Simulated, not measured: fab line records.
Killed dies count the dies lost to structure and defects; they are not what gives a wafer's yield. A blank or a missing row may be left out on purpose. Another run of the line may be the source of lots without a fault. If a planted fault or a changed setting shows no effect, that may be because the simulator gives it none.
A struck lot beside a sound one ; flow n5_finfet ; 23 out of 1938 route steps
Sound: wafers L919.2, L919.3, L919.6. Struck: wafer L928.6 (left out: L928.3, L928.5 of the same lot, which were not struck); the cause appears at the end.
For every step that has rows: the tool of each side, followed by ch and its chambers, followed by its first start. Under that, the readings that differ: sound wafers ; struck wafers ; difference of the means ; sigmas: that difference in standard deviations of wafers without a fault.
alike: same words and numbers on both sides, and readings whose means sit less than 2 such deviations apart. not compared: any withheld reading, any reading some wafer has no value for, any bound like >300 that may hide the same value, and any number with overlapping values for which the record gives no deviation.
The two part at a step that has a row with sigmas, a row that says differs or no value, or rows on one side only. Non-overlapping numbers with no deviation appear without sigmas and do not part them. Lack of a reading on every wafer of one side parts them only where that side has two or more wafers.

first, 4 steps without rows for these wafers: N5_STI_FIN_REVEAL_PRECLEAN_25 (cleans in SPM, time 90 s); N5_STI_FIN_REVEAL_PRECLEAN_26 (cleans in SC1, time 45 s); N5_STI_FIN_REVEAL_PRECLEAN_29 (cleans in DHF, time 30 s); N5_STI_FIN_REVEAL_SRD_12 (time 30 s).
N5_STI_FIN_REVEAL_RECESS_09: chemistry HF/NH3, target SiO2, afs cycles 11, target depth 42.5 nm, sublimation time 60 s.
  sound on vapor_etch-01 ch 0,1, day 2 23:24; struck on vapor_etch-01 ch 0, day 5 07:49
  alike: drypump_motor_current_A
then, 2 steps without rows for these wafers: N5_STI_FIN_REVEAL_STRIP_16 (strips SiNx in H3PO4, target depth 23.8 nm); N5_STI_FIN_REVEAL_PRECLEAN_17 (cleans in NF3:NH3, afs cycles 1, time 20 s, sublimation time 60 s).
N5_STI_FIN_REVEAL_ETCH_34: etches Si in H2, material Si, target depth 0.97 nm.
  sound on rie_si-02 ch 0,3, day 3 01:29; struck on rie_si-03 ch 1, day 5 09:23
reading;sound;struck;difference;sigmas
oes_product_au (a.u.);1.012 1.046 1.009;0.959;-0.063;-3
  alike: drypump_motor_current_A, throttle_valve_pct
  not compared: rf_hours_counter_h
N5_STI_FIN_REVEAL_OXIDATION_31: chemistry O2 PLASMA REMOTE, time 20 s.
  sound on plasma_asher-02 ch 0,1, day 3 01:33; struck on plasma_asher-02 ch 0, day 5 09:28
  alike: drypump_motor_current_A, heater_power_w
  not compared: rf_hours_counter_h
then, 3 steps without rows for these wafers: N5_STI_FIN_REVEAL_PRECLEAN_32 (cleans in NF3:NH3, afs cycles 1, time 20 s, sublimation time 60 s); N5_STI_FIN_REVEAL_STRIP_35 (strips Si3N4 in H3PO4, target depth 4 nm, time 39 s); N5_STI_FIN_REVEAL_SRD_21 (time 30 s).
N5_STI_FIN_REVEAL_OXIDATION_33: chemistry O2 PLASMA REMOTE, time 20 s.
  sound on plasma_asher-01 ch 0,1, day 3 01:54; struck on plasma_asher-02 ch 0, day 5 09:59
reading;sound;struck;difference;sigmas
drypump_motor_current_A (A);6.4 5.9 6.4;4.8;-1.4;-3
  alike: heater_power_w
  not compared: rf_hours_counter_h
then, 2 steps without rows for these wafers: N5_STI_FIN_REVEAL_CLEAN_19 (cleans in O3/DIW, time 120 s); N5_STI_FIN_REVEAL_SRD_23 (time 30 s).
N5_STI_FIN_REVEAL_CD_MEAS_22: target cd 6.238 nm, pitch 28 nm.
  sound on cd_sem-02, day 3 02:04; struck on cd_sem-01, day 5 10:08
  alike: cd_nm
N5_STI_FIN_REVEAL_FIN_H_MEAS_10:
  sound on ocd-01, day 3 02:06; struck on ocd-01, day 5 10:10
  alike: trench_depth_nm
then, 2 steps without rows for these wafers: N5_STI_FIN_REVEAL_PRECLEAN_18 (cleans in SC2, time 45 s); N5_STI_FIN_REVEAL_SRD_28 (time 30 s).
N5_STI_FIN_REVEAL_INSPECT_13: inspects for defects (darkfield).
  sound on defect_inspect-02, day 3 02:11; struck on defect_inspect-02, day 5 10:16
reading;sound;struck;difference;sigmas
raw_defect_count;13 14 15;598;+584;+99 or more
then, 1 step without rows for these wafers: N5_DUMMY_GATE_PRECLEAN_00 (cleans in O3/DIW, time 60 s).
-- the record jumps here: 5 days lie between the struck wafers' starts before and after (it left off in module DUMMY_GATE and takes up again in module BEOL_M4, whose first step shown is number 1111 of the route) --
N5_BEOL_M4_RC_MEAS_101:
  sound on prober-01 ch 0, day 8 08:22; struck on prober-02 ch 0, day 10 20:19
  alike: DIBL_N, DIBL_P, IOFF_N, IOFF_P, ION_N, ION_P, SS_N, SS_P, VT_N, VT_P
-- a jump in the record: the struck wafers' starts before and after are 5 days apart (it breaks off in module BEOL_M4 and resumes in module PASSIVATION, where the first step shown is number 1936 of the route) --
N5_PASSIVATION_PROBE_49:
  sound on prober-02, day 12 14:08; struck on prober-01, day 15 09:56
reading;sound;struck;difference;sigmas
defect_limited_yield (%);91.9 90.8 91.1;79.7;-11.6;-9
killed_at_front_end;29 43 56;167;+124;+12
killed_dies;95 109 105;240;+137;+9
sort_bin_5_function (%);3.8 5.3 5.6;12.0;+7.1;+8
sort_bin_6_memory (%);4.1 3.6 2.9;5.5;+2.0;+3
sort_bin_8_speed (%);0 0 0.08;0;+0;-3
sort_n_pass;1085 1071 1075;940;-137;-9
sort_yield_pct (%);91.9 90.8 91.1;79.7;-11.6;-9
  alike: killed_at_M0_to_M3, killed_at_M4_up, killed_at_contacts, killed_at_other, killed_open, killed_short, sort_bin_4_leakage

## WHERE THEY PART
Last at N5_PASSIVATION_PROBE_49 as far as this record goes, first at N5_STI_FIN_REVEAL_ETCH_34.

WHY: what had been put in by the simulator
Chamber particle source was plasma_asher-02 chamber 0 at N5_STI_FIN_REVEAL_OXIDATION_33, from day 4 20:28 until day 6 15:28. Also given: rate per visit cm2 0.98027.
